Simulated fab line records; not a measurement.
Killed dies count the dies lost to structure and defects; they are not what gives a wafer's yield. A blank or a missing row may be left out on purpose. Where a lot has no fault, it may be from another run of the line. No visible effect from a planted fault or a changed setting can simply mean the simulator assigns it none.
Chamber matching + flow n5 finfet + N5_MOL_CONTACT_COAG_ETCH_66 on rie diel-01: 4 sister chambers
The step etches SiARC in CF4, target depth 13 nm, time 21.7 s. 7 wafers are shown with their chamber, then 8 later ones without.

## EACH WAFER AND ITS CHAMBER
| wafer  | chamber | showerhead plenum p Torr (Torr) | drypump motor current A (A) |
|--------|---------|---------------------------------|-----------------------------|
| L077.4 | 2       | 2.03                            | 5.9                         |
| L077.5 | 0       | 2.20                            | 5.8                         |
| L082.5 | 3       | 2.15                            | 5.6                         |
| L087.1 | 3       | 2.15                            | 5.6                         |
| L087.2 | 1       | 2.21                            | 5.0                         |
| L087.5 | 1       | 2.21                            | 5.1                         |
| L090.2 | 0       | 2.19                            | 5.8                         |

## WAFERS WITH NO CHAMBER GIVEN
| wafer  | showerhead plenum p Torr (Torr) | drypump motor current A (A) |
|--------|---------------------------------|-----------------------------|
| L090.5 | 2.21                            | 5.0                         |
| L090.6 | 2.19                            | 5.8                         |
| L091.2 | 2.28                            | 5.9                         |
| L091.5 | 2.28                            | 5.9                         |
| L091.6 | 2.14                            | 5.6                         |
| L093.3 | 2.19                            | 5.7                         |
| L093.4 | 2.14                            | 5.6                         |
| L093.6 | 2.14                            | 5.6                         |

## EACH ONE'S CHAMBER
| wafer  | from the rows above | in truth                   |
|--------|---------------------|----------------------------|
| L090.5 | 1                   | 1                          |
| L090.6 | 0                   | 0                          |
| L091.2 | 0                   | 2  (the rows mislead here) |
| L091.5 | 0                   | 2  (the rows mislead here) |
| L091.6 | 3                   | 3                          |
| L093.3 | 0                   | 0                          |
| L093.4 | 3                   | 3                          |
| L093.6 | 3                   | 3                          |
Correct placement for 6 of the 8. Left unplaced by these rows: 0. Placed wrongly: 2.
How it was worked out, from the rows above alone: a wafer's distance from a chamber is the root of the sum, over the readings, of the square of ((its reading less the chamber's mean) divided by the reading's scatter). If the next closest chamber is less than 2 further off than the closest, the wafer can't be placed; otherwise it belongs to the closest. For every chamber, the mean is computed from those of its wafers that are shown. How the scatter is found: for the shown wafers, subtract from each reading the mean of its chamber, square and add these, divide the total by (wafers less chambers), then take the root.
